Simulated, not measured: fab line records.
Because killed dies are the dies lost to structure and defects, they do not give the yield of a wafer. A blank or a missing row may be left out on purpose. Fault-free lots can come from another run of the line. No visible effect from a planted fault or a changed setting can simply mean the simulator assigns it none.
Chamber matching :: flow n5 finfet :: N5_BEOL_M13_VIA_ETCH_16 on rie diel-01: 4 sister chambers
The step etches SiOC in C4F8/O2/Ar, target depth 921.7 nm. 4 wafers are shown with their chamber, then 12 later ones without.

EACH WAFER AND ITS CHAMBER
wafer: L081.3
chamber: 3
showerhead plenum p Torr (Torr): 3.42

wafer: L088.1
chamber: 1
showerhead plenum p Torr (Torr): 3.32

wafer: L088.4
chamber: 2
showerhead plenum p Torr (Torr): 3.31

wafer: L088.5
chamber: 0
showerhead plenum p Torr (Torr): 3.49

WAFERS WITHOUT THEIR CHAMBER
wafer: L094.1
showerhead plenum p Torr (Torr): 3.31

wafer: L094.2
showerhead plenum p Torr (Torr): 3.30

wafer: L094.4
showerhead plenum p Torr (Torr): 3.49

wafer: L093.1
showerhead plenum p Torr (Torr): 3.30

wafer: L093.2
showerhead plenum p Torr (Torr): 3.48

wafer: L093.5
showerhead plenum p Torr (Torr): 3.41

wafer: L095.1
showerhead plenum p Torr (Torr): 3.31

wafer: L095.3
showerhead plenum p Torr (Torr): 3.48

wafer: L095.6
showerhead plenum p Torr (Torr): 3.48

wafer: L096.2
showerhead plenum p Torr (Torr): 3.48

wafer: L096.5
showerhead plenum p Torr (Torr): 3.41

wafer: L096.6
showerhead plenum p Torr (Torr): 3.30

CHAMBER TAKEN BY EACH
wafer: L094.1
from the rows above: can't be placed: 2 or 1
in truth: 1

wafer: L094.2
from the rows above: can't be placed: 2 or 1
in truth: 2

wafer: L094.4
from the rows above: 0
in truth: 0

wafer: L093.1
from the rows above: can't be placed: 2 or 1
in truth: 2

wafer: L093.2
from the rows above: 0
in truth: 0

wafer: L093.5
from the rows above: 3
in truth: 3

wafer: L095.1
from the rows above: can't be placed: 2 or 1
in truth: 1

wafer: L095.3
from the rows above: 0
in truth: 0

wafer: L095.6
from the rows above: 0
in truth: 0

wafer: L096.2
from the rows above: 0
in truth: 0

wafer: L096.5
from the rows above: 3
in truth: 3

wafer: L096.6
from the rows above: can't be placed: 2 or 1
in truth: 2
7 of 12 placed correctly. From these rows, 5 cannot be placed; in 5 the true chamber is one of the candidates. Wrongly placed: 0.
How it was worked out, from the rows above alone: a wafer's distance from a chamber is the root of the sum, over the readings, of the square of ((its reading less the chamber's mean) divided by the reading's scatter). If the next closest chamber is less than 2 further off than the closest, the wafer can't be placed; otherwise it belongs to the closest. The mean given for a chamber averages the wafers shown for that chamber. The scatter: root of mean squared gap, hidden wafer to nearest shown wafer, with one shown wafer a chamber.
